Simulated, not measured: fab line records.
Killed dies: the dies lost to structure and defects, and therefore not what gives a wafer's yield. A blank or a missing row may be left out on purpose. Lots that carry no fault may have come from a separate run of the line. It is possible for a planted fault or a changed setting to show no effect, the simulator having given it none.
Matching of chambers :: flow nand-harc :: NHARC_A_M0_PRE_CLEAN_31 on pecvd-03 has 3 sister chambers
The step time 12 s. 6 wafers are shown with their chamber, then 8 later ones without.

## WAFERS WITH THEIR CHAMBER
wafer: L083.4
chamber: 2
heater-power-w (W): 751
susceptor-temp-C (C): 369.99

wafer: L083.5
chamber: 1
heater-power-w (W): 540
susceptor-temp-C (C): 370.11

wafer: L084.3
chamber: 1
heater-power-w (W): 615
susceptor-temp-C (C): 369.68

wafer: L084.4
chamber: 0
heater-power-w (W): 702
susceptor-temp-C (C): 370.30

wafer: L084.6
chamber: 2
heater-power-w (W): 700
susceptor-temp-C (C): 369.76

wafer: L086.2
chamber: 0
heater-power-w (W): 757
susceptor-temp-C (C): 369.71

## WAFERS WHOSE CHAMBER IS MISSING
wafer: L086.4
heater-power-w (W): 529
susceptor-temp-C (C): 370.22

wafer: L086.5
heater-power-w (W): 723
susceptor-temp-C (C): 370.17

wafer: L087.2
heater-power-w (W): 735
susceptor-temp-C (C): 369.80

wafer: L087.5
heater-power-w (W): 587
susceptor-temp-C (C): 370.03

wafer: L087.6
heater-power-w (W): 725
susceptor-temp-C (C): 369.94

wafer: L088.4
heater-power-w (W): 644
susceptor-temp-C (C): 369.78

wafer: L088.5
heater-power-w (W): 621
susceptor-temp-C (C): 369.95

wafer: L088.6
heater-power-w (W): 589
susceptor-temp-C (C): 370.00

## WHICH CHAMBER EACH ONE RAN IN
wafer: L086.4
from the rows above: 1
in truth: 1

wafer: L086.5
from the rows above: can't be placed: 0 or 2
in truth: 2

wafer: L087.2
from the rows above: can't be placed: 2 or 0
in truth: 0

wafer: L087.5
from the rows above: 1
in truth: 1

wafer: L087.6
from the rows above: can't be placed: 2 or 0
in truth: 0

wafer: L088.4
from the rows above: can't be placed: 1 or 2 or 0
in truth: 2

wafer: L088.5
from the rows above: can't be placed: 1 or 2 or 0
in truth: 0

wafer: L088.6
from the rows above: 1
in truth: 1
Correctly placed: 3 of 8. Can't be placed from these rows: 5 (the true chamber is among the candidates in 5). Number placed wrongly: 0.
How it was worked out, from the rows above alone: a wafer's distance from a chamber is the root of the sum, over the readings, of the square of ((its reading less the chamber's mean) divided by the reading's scatter). If the next closest chamber is less than 2 further off than the closest, the wafer can't be placed; otherwise it belongs to the closest. A chamber's mean is the mean of its shown wafers. The scatter: the root of (the sum of the squares of (reading less its chamber's mean) over the shown wafers, divided by (wafers less chambers)).
